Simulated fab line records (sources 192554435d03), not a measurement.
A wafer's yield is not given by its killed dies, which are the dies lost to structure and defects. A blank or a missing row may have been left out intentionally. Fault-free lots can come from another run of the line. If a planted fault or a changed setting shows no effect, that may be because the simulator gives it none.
A lot that was struck, set against a sound lot / flow n5Finfet / 14 steps out of a route of 1938
Sound: wafers L581.1, L581.3, L581.5. Wafers struck: L592.4, L592.5, L592.6. The cause is named last.
At each step with rows: each side's tool, then ch and its chambers, then its first start. Under that, the readings that differ: sound wafers / struck wafers / difference of the means / sigmas: that difference in standard deviations of wafers without a fault.
alike: readings with means less than 2 such deviations apart, plus words and numbers identical on both sides. not compared: withheld readings, readings lacking a value on some wafer, bounds such as >300 that could conceal the same value, and numbers that have no deviation in the record and whose values overlap.
The two part at a step that has a row with sigmas, a row that says differs or no value, or rows on one side only. When numbers do not overlap yet have no deviation, they are printed without sigmas and do not part them. A reading that every wafer of one side lacks parts them only if that side has two wafers or more.

first, 1 step without rows for these wafers: N5_BEOL_M5_STRIP_73 (strips in N2/H2).
N5_BEOL_M5_STRIP_64: strips in CF4.
  sound on rieDiel-06 ch 0,1,3, day 9 05:29; struck on rieDiel-02 ch 1,2,3, day 12 11:18
  alike: drypumpMotorCurrentA, oesProductAu, rfVppV, showerheadPlenumPTorr, throttleValvePct
  not compared: rfHoursCounterH
N5_BEOL_M5_HM_OPEN_17: chemistry Cl2/BCl3, target TiN, target depth 20 nm, overetch 6 nm.
  sound on rieMetal-02 ch 0,1, day 9 05:32; struck on rieMetal-01 ch 1, day 12 11:26
  alike: drypumpMotorCurrentA, heBacksideLeakSccm, mfcArSccm, mfcCl2Sccm, oesProductAu, throttleValvePct
  not compared: rfHoursCounterH
N5_BEOL_M5_STRIP_19: strips in O2.
  sound on rieDiel-04 ch 0,1,3, day 9 05:38; struck on rieDiel-02 ch 0,2,3, day 12 11:34
  alike: drypumpMotorCurrentA, oesProductAu, rfVppV, showerheadPlenumPTorr, throttleValvePct
  not compared: rfHoursCounterH
N5_BEOL_M5_CD_MEAS_18: pitch 56 nm, target cd 28 nm.
  sound on cdSem-01, day 9 05:43; struck on cdSem-02, day 12 11:38
  alike: cdNm
then, 7 steps without rows for these wafers: N5_BEOL_M5_COAT_65 (time 60 s, resist thk 60 nm); N5_BEOL_M5_COAT_66 (time 60 s, resist thk 12 nm); N5_BEOL_M5_COAT_74 (time 60 s, resist thk 5 nm); N5_BEOL_M5_COAT_22 (resist thk 30 nm); N5_BEOL_M5_EBR_24; N5_BEOL_M5_SOFTBAKE_23 (time 60 s); N5_BEOL_M5_EXPOSE_25 (exposes mask V4, defocus 10 nm).
N5_BEOL_M5_PEB_26: peb time 60 s.
  struck on lithoTrack-04, day 12 12:01; sound on lithoTrack-05 ch 0, day 9 05:58
  no value came back on the struck wafers for chillPlateTempC (C), exhaustPa (Pa); on the sound wafers chillPlateTempC (C) reads 22.99 23.10 22.99
then, 1 step without rows for these wafers: N5_BEOL_M5_DEVELOP_27 (develop time 30 s).

== WHERE THEY PART ==
At N5_BEOL_M5_PEB_26 and nowhere else, as far as this record goes.

WHY: what the simulator had put in
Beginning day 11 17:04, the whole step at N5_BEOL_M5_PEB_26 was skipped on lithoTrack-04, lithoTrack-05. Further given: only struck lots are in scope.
